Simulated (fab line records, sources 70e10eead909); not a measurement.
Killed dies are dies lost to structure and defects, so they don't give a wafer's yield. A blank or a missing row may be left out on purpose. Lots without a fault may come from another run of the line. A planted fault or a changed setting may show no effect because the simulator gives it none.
A struck lot beside a sound one | flow nand_harc | 42 steps out of a route of 1159
Sound: wafers L677.2, L677.3, L677.5. Struck: wafers L692.1, L692.4, L692.5. The cause comes at the end.
At each step with rows: each side's tool, then ch and its chambers, then its first start. Under that, the readings that differ: sound wafers | struck wafers | difference of the means | sigmas: that difference in standard deviations of wafers without a fault.
alike: readings whose means differ by less than 2 such deviations, and words and numbers that are the same on both sides. not compared: withheld readings, readings that some wafer has no value for, bounds like >300 that may hide the same value, and numbers for which the record gives no deviation and whose values overlap.
The two part at a step that has a row with sigmas, a row that says differs or no value, or rows on one side only. Numbers that don't overlap but have no deviation are shown without sigmas and don't part them. A reading that every wafer of one side lacks parts them only if that side has two wafers or more.

first, 8 steps without rows for these wafers: NHARC_A_CONTACT_DESCUM_74 (chemistry O2, time 3 s); NHARC_A_CONTACT_ETCH_75 (etches the open film in CF4, target depth 39 nm, time 65 s); NHARC_A_CONTACT_ETCH_76 (etches the open film in N2/H2, target depth 260 nm, time 475.3 s); NHARC_A_CONTACT_ETCH_77 (etches the open film in CF4/CHF3, target depth 72.6 nm, time 36.3 s); NHARC_A_CONTACT_ETCH_78 (etches the open film in O2/COS, target depth 2800 nm, time 728 s); NHARC_A_CONTACT_ETCH_124 (etches the open film in C4F8/O2/Ar, time 140 s, target depth 700 nm); NHARC_A_CONTACT_ETCH_125 (etches the open film in C4F8/O2/Ar, time 155 s, target depth 956 nm); NHARC_A_CONTACT_ETCH_126 (etches the open film in C4F8/O2/Ar, time 155 s, target depth 956 nm).
NHARC_A_CONTACT_ETCH_127: etches the open film in C4F8/O2/Ar, time 155 s, target depth 956 nm.
  sound on har_cap_etch-03 ch 0,1, day 17 10:49; struck on har_cap_etch-03 ch 0, day 21 15:44
  not compared: rf_hours_counter_h
then, 1 step without rows for these wafers: NHARC_A_CONTACT_ETCH_128 (etches the open film in C4F8/O2/Ar, time 155 s, target depth 956 nm).
NHARC_A_CONTACT_ETCH_129: etches the open film in C4F8/O2/Ar, time 155 s, target depth 956 nm.
  sound on har_cap_etch-03 ch 0,1, day 17 11:05; struck on har_cap_etch-03 ch 0, day 21 16:01
  not compared: rf_hours_counter_h
then, 1 step without rows for these wafers: NHARC_A_CONTACT_ETCH_130 (etches the open film in C4F8/O2/Ar, time 155 s, target depth 956 nm).
NHARC_A_CONTACT_ETCH_131: etches the open film in C4F8/O2/Ar, time 155 s, target depth 956 nm.
  sound on har_cap_etch-03 ch 0,1, day 17 11:22; struck on har_cap_etch-03 ch 0, day 21 16:19
  not compared: rf_hours_counter_h
NHARC_A_CONTACT_ETCH_132: etches the open film in C4F8/O2/Ar, time 156 s, target depth 958 nm.
  sound on har_cap_etch-03 ch 0,1, day 17 11:31; struck on har_cap_etch-03 ch 0, day 21 16:27
  not compared: rf_hours_counter_h
then, 3 steps without rows for these wafers: NHARC_A_CONTACT_ETCH_133 (etches the open film in C4F8/O2/Ar, time 195 s, target depth 840 nm); NHARC_A_CONTACT_ETCH_91 (etches the open film in CH3F/O2, target depth 40 nm, time 85.7 s); NHARC_A_CONTACT_ETCH_97 (etches the open film in C4F6/O2, target depth 20 nm, time 10 s).
NHARC_A_CONTACT_CD_MEAS_80:
  sound on cd_sem-01, day 17 12:25; struck on cd_sem-02, day 21 17:22
  alike: cd_nm
then, 7 steps without rows for these wafers: NHARC_A_CONTACT_STRIP_103 (strips in N2/H2); NHARC_A_CONTACT_STRIP_104 (strips in CF4/CHF3); NHARC_A_CONTACT_STRIP_105 (strips in O2/COS); NHARC_A_CONTACT_ETCH_106 (etches the open film in CF4/O2, target depth 60 nm, overetch 6 nm, time 33 s); NHARC_A_CONTACT_STRIP_82 (strips in O2); NHARC_A_CONTACT_STRIP_83 (strips in post etch residue remover, time 600 s); NHARC_A_CONTACT_DEP_84 (deposits aC, target thk 2000 nm).
NHARC_A_CONTACT_DEP_85: deposits SiON, target thk 50 nm.
  sound on pecvd-01 ch 0,1,2, day 17 14:38; struck on pecvd-04 ch 1,2, day 21 19:34
  alike: heater_power_outer_w, heater_power_w
then, 10 steps without rows for these wafers: NHARC_A_CONTACT_DEHYDRATE_00 (time 120 s); NHARC_A_CONTACT_HMDS_01 (time 30 s); NHARC_A_CONTACT_COAT_86 (time 75 s); NHARC_A_CONTACT_COAT_87 (time 65 s); NHARC_A_CONTACT_COAT_02 (resist thk 90 nm); NHARC_A_CONTACT_SOFTBAKE_03 (time 55 s); NHARC_A_CONTACT_EBR_04; NHARC_A_CONTACT_EXPOSE_05 (exposes mask A CC); NHARC_A_CONTACT_PEB_06 (peb time 65 s); NHARC_A_CONTACT_DEVELOP_07 (develop time 35 s).
NHARC_A_CONTACT_CD_MEAS_08: target cd 100 nm.
  sound on cd_sem-01 ch 0, day 17 15:23; struck on cd_sem-02 ch 0, day 21 20:09
  alike: cd_nm
NHARC_A_CONTACT_OVL_MEAS_09:
  sound on overlay-02, day 17 15:28; struck on overlay-01, day 21 20:14
  alike: overlay_x_nm, overlay_y_nm
NHARC_A_CONTACT_DESCUM_13: chemistry O2, time 3 s.
  sound on rie_diel-10 ch 1,2,3, day 17 15:34; struck on rie_diel-11 ch 2,3, day 21 20:20
  alike: drypump_motor_current_A, o2_flow_sccm, oes_product_au, rf_vpp_V, showerhead_plenum_p_Torr, throttle_valve_pct
  not compared: rf_hours_counter_h
then, 2 steps without rows for these wafers: NHARC_A_CONTACT_ETCH_88 (etches the open film in CF4, target depth 39 nm, time 65 s); NHARC_A_CONTACT_ETCH_89 (etches the open film in N2/H2, target depth 260 nm, time 475.3 s).
-- the record jumps here: 2 days lie between the struck wafers' starts before and after (it left off in module A_CONTACT and takes up again in module END, whose first step shown is number 1159 of the route) --
NHARC_END_SORT_01:
  sound on prober-01 ch 0, day 20 09:52; struck on prober-02 ch 0, day 24 06:14
  reading             | sound    | struck   | difference | sigmas
  killed_at_array     | 27 29 32 | 85 80 76 | +51        | +5
  killed_at_periphery | 2 9 4    | 0 1 0    | -5         | -2
  killed_dies         | 30 38 36 | 85 81 76 | +46        | +5
  alike: killed_at_other, killed_open, killed_short

WHERE THEY PART
Only at NHARC_END_SORT_01, within this record.

WHY: what the simulator had put in
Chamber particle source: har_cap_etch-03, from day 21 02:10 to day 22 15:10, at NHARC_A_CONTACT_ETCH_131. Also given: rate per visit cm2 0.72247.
